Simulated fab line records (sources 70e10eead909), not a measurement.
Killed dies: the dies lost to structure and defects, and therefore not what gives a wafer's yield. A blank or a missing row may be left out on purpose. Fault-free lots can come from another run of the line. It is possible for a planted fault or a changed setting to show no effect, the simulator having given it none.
Struck lot and sound lot, side by side ; flow nand_harc ; 44 steps out of a route of 1302
Sound: the wafers L962.2, L962.4, L962.6. Wafers struck: L966.3, L966.4, L966.6. The cause comes at the end.
Order at every step that has rows: each side's tool, ch and its chambers, its first start. Under that, the readings that differ: sound wafers ; struck wafers ; difference of the means ; sigmas: that difference in standard deviations of wafers without a fault.
alike: readings with means less than 2 such deviations apart, plus words and numbers identical on both sides. not compared: withheld readings, readings lacking a value on some wafer, bounds such as >300 that could conceal the same value, and numbers that have no deviation in the record and whose values overlap.
A row with sigmas, a row that says differs or no value, or rows on one side alone: a step with any of these is where the two part. Numbers that don't overlap but have no deviation are shown without sigmas and don't part them. A reading that every wafer of one side lacks parts them only if that side has two wafers or more.

NHARC_P_ZERO_WELL_CD_MEAS_11 targets a cd of 500 nm.
  sound on cd_sem-03 ch 0, day 3 13:14; struck on cd_sem-03 ch 0, day 5 05:20
  alike: cd_nm
then, 1 step without rows for these wafers: NHARC_P_ZERO_WELL_HARDBAKE_12 (time 65 s).
NHARC_P_ZERO_WELL_DESCUM_13: chemistry O2, time 3 s.
  sound on rie_diel-02 ch 0,1,3, day 3 13:25; struck on rie_diel-11 ch 0,1, day 5 05:29
  alike: drypump_motor_current_A, oes_product_au, rf_vpp_V, showerhead_plenum_p_Torr, throttle_valve_pct
  not compared: rf_hours_counter_h
NHARC_P_ZERO_WELL_ETCH_65: etches the open film in N2/H2, target depth 80 nm, overetch 24 nm, time 87.88 s.
  sound on rie_diel-02 ch 0,1,2, day 3 13:29; struck on rie_diel-11 ch 2,3, day 5 05:34
  alike: drypump_motor_current_A, oes_product_au, rf_vpp_V, showerhead_plenum_p_Torr, throttle_valve_pct
  not compared: rf_hours_counter_h
NHARC_P_ZERO_WELL_ETCH_62: etches the open film in CHF3/Ar, target depth 13 nm, time 6.5 s.
  sound: rie_diel-02 ch 0,1,2; struck: rie_diel-11 ch 2,3
  alike: drypump_motor_current_A, oes_product_au, rf_vpp_V, showerhead_plenum_p_Torr, throttle_valve_pct
  not compared: rf_hours_counter_h
NHARC_P_ZERO_WELL_ETCH_63: etches the open film in HBr/Cl2, target depth 120 nm, time 40.1 s.
  sound on rie_si-06 ch 0,2, day 3 13:40; struck on rie_si-06 ch 1,3, day 5 05:45
reading;sound;struck;difference;sigmas
oes_product_au (a.u.);0.999 0.999 1.000;1.020 1.009 1.016;+0.016;+2
  alike: drypump_motor_current_A, throttle_valve_pct
  not compared: rf_hours_counter_h
then, 6 steps without rows for these wafers: NHARC_P_ZERO_WELL_STRIP_15 (strips in SPM, time 900 s); NHARC_P_ZERO_WELL_DEHYDRATE_16 (time 120 s); NHARC_P_ZERO_WELL_HMDS_17 (time 30 s); NHARC_P_ZERO_WELL_COAT_18; NHARC_P_ZERO_WELL_SOFTBAKE_19 (time 95 s); NHARC_P_ZERO_WELL_EBR_20.
NHARC_P_ZERO_WELL_EXPOSE_21: exposes mask P NWELL, target cd 720 nm.
  struck on krf_scanner-01, day 5 06:36; sound on krf_scanner-01 ch 0, day 3 14:21
  no value came back on the struck wafers for exposure_dose_mJ_cm2, focus_offset_nm (nm); on the sound wafers exposure_dose_mJ_cm2 reads 22.348 22.305 22.321
  alike: mask
then, 2 steps without rows for these wafers: NHARC_P_ZERO_WELL_PEB_22 (peb time 85 s); NHARC_P_ZERO_WELL_DEVELOP_23 (time 70 s).
NHARC_P_ZERO_WELL_CD_MEAS_24 targets a cd of 720 nm.
  sound on cd_sem-02 ch 0, day 3 14:31; struck on cd_sem-02 ch 0, day 5 06:45
reading;sound;struck;difference;sigmas
cd_nm (nm);720.1 719.6 717.8;- - -;no value on the struck wafers;
then, 1 step without rows for these wafers: NHARC_P_ZERO_WELL_HARDBAKE_25 (time 80 s).
NHARC_P_ZERO_WELL_DESCUM_26: chemistry O2, time 3 s.
  sound on rie_diel-11 ch 0,2,3, day 3 14:41; struck on rie_diel-02 ch 0,3, day 5 06:55
reading;sound;struck;difference;sigmas
model.P_ZERO_WELL.cd_nm (nm);719.9 719.6 718;500.6 499.5 502;-218.5;
  alike: drypump_motor_current_A, oes_product_au, rf_vpp_V, showerhead_plenum_p_Torr, throttle_valve_pct
  not compared: rf_hours_counter_h
then, 12 steps without rows for these wafers: NHARC_P_ZERO_WELL_IMPLANT_27; NHARC_P_ZERO_WELL_IMPLANT_57; NHARC_P_ZERO_WELL_IMPLANT_58; NHARC_P_ZERO_WELL_STRIP_28 (strips in SPM, time 840 s); NHARC_P_ZERO_WELL_DEHYDRATE_29 (time 120 s); NHARC_P_ZERO_WELL_HMDS_30 (time 30 s); NHARC_P_ZERO_WELL_COAT_31; NHARC_P_ZERO_WELL_SOFTBAKE_32 (time 95 s); NHARC_P_ZERO_WELL_EBR_33; NHARC_P_ZERO_WELL_EXPOSE_34 (exposes mask P PWELL, target cd 720 nm); NHARC_P_ZERO_WELL_PEB_35 (peb time 85 s); NHARC_P_ZERO_WELL_DEVELOP_36 (time 70 s).
NHARC_P_ZERO_WELL_CD_MEAS_37 targets a cd of 720 nm.
  sound on cd_sem-02 ch 0, day 3 16:09; struck on cd_sem-01 ch 0, day 5 08:26
reading;sound;struck;difference;sigmas
cd_nm (nm);719.9 720.6 719.8;722.5 724.6 722.0;+2.9;+2
then, 1 step without rows for these wafers: NHARC_P_ZERO_WELL_HARDBAKE_38 (time 80 s).
NHARC_P_ZERO_WELL_DESCUM_39: chemistry O2, time 3 s.
  sound on rie_diel-04 ch 0,1, day 3 16:18; struck on rie_diel-11 ch 0,1, day 5 08:35
  alike: drypump_motor_current_A, oes_product_au, rf_vpp_V, showerhead_plenum_p_Torr, throttle_valve_pct
  not compared: rf_hours_counter_h
then, 9 steps without rows for these wafers: NHARC_P_ZERO_WELL_IMPLANT_40; NHARC_P_ZERO_WELL_IMPLANT_59; NHARC_P_ZERO_WELL_IMPLANT_60; NHARC_P_ZERO_WELL_STRIP_41 (strips in SPM, time 840 s); NHARC_P_ZERO_WELL_DEHYDRATE_44 (time 120 s); NHARC_P_ZERO_WELL_HMDS_45 (time 30 s); NHARC_P_ZERO_WELL_COAT_46; NHARC_P_ZERO_WELL_SOFTBAKE_47 (time 95 s); NHARC_P_ZERO_WELL_EBR_48.
NHARC_P_ZERO_WELL_INSPECT_43:
  sound on defect_inspect-02 at day 3 19:29; struck on defect_inspect-02 at day 5 12:01
reading;sound;struck;difference;sigmas
raw_defect_count;10 9 9;1081 1135 1035;+1074;+99 or more
after that, 1 step had no rows for these wafers: NHARC_END_SORT_01.

== WHERE THEY PART ==
Earliest at NHARC_P_ZERO_WELL_ETCH_63; latest, in this record, at NHARC_P_ZERO_WELL_INSPECT_43.

WHY: the cause the simulator had injected
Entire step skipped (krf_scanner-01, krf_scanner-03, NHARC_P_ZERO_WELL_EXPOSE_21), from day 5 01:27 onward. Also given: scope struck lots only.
